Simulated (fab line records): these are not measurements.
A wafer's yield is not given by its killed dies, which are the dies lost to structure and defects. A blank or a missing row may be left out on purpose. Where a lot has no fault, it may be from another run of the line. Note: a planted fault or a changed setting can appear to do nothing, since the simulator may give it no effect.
Matching of chambers / flow n5 finfet / N5_BEOL_M0_STRIP_140 on rie diel-01 has 4 sister chambers
The step strips in CF4. 8 wafers are shown with their chamber, then 8 later ones without.

## WAFERS WITH THEIR CHAMBER
wafer=L204.2; chamber=0; showerhead plenum p Torr (Torr)=1.83; drypump motor current A (A)=6.2
wafer=L206.1; chamber=1; showerhead plenum p Torr (Torr)=1.76; drypump motor current A (A)=5.9
wafer=L206.3; chamber=0; showerhead plenum p Torr (Torr)=1.83; drypump motor current A (A)=6.2
wafer=L209.4; chamber=1; showerhead plenum p Torr (Torr)=1.76; drypump motor current A (A)=5.8
wafer=L209.5; chamber=2; showerhead plenum p Torr (Torr)=1.78; drypump motor current A (A)=5.6
wafer=L210.3; chamber=2; showerhead plenum p Torr (Torr)=1.79; drypump motor current A (A)=5.6
wafer=L210.5; chamber=3; showerhead plenum p Torr (Torr)=1.89; drypump motor current A (A)=6.2
wafer=L212.3; chamber=3; showerhead plenum p Torr (Torr)=1.89; drypump motor current A (A)=6.2

## WAFERS WITHOUT THEIR CHAMBER
wafer=L212.4; showerhead plenum p Torr (Torr)=1.75; drypump motor current A (A)=5.9
wafer=L212.5; showerhead plenum p Torr (Torr)=1.78; drypump motor current A (A)=5.6
wafer=L222.4; showerhead plenum p Torr (Torr)=1.82; drypump motor current A (A)=6.2
wafer=L222.5; showerhead plenum p Torr (Torr)=1.75; drypump motor current A (A)=5.8
wafer=L222.6; showerhead plenum p Torr (Torr)=1.78; drypump motor current A (A)=5.6
wafer=L223.2; showerhead plenum p Torr (Torr)=1.75; drypump motor current A (A)=5.9
wafer=L223.3; showerhead plenum p Torr (Torr)=1.78; drypump motor current A (A)=5.6
wafer=L223.4; showerhead plenum p Torr (Torr)=1.82; drypump motor current A (A)=6.2

## WHICH CHAMBER EACH WENT THROUGH
wafer=L212.4; from the rows above=1; in truth=1
wafer=L212.5; from the rows above=2; in truth=2
wafer=L222.4; from the rows above=0; in truth=0
wafer=L222.5; from the rows above=1; in truth=1
wafer=L222.6; from the rows above=2; in truth=2
wafer=L223.2; from the rows above=1; in truth=1
wafer=L223.3; from the rows above=2; in truth=2
wafer=L223.4; from the rows above=0; in truth=0
8 of 8 placed correctly. Left unplaced by these rows: 0. Wrongly placed: 0.
How it was worked out, from the rows above alone: a wafer's distance from a chamber is the root of the sum, over the readings, of the square of ((its reading less the chamber's mean) divided by the reading's scatter). If the next closest chamber is less than 2 further off than the closest, the wafer can't be placed; otherwise it belongs to the closest. For every chamber, the mean is computed from those of its wafers that are shown. How the scatter is found: for the shown wafers, subtract from each reading the mean of its chamber, square and add these, divide the total by (wafers less chambers), then take the root.
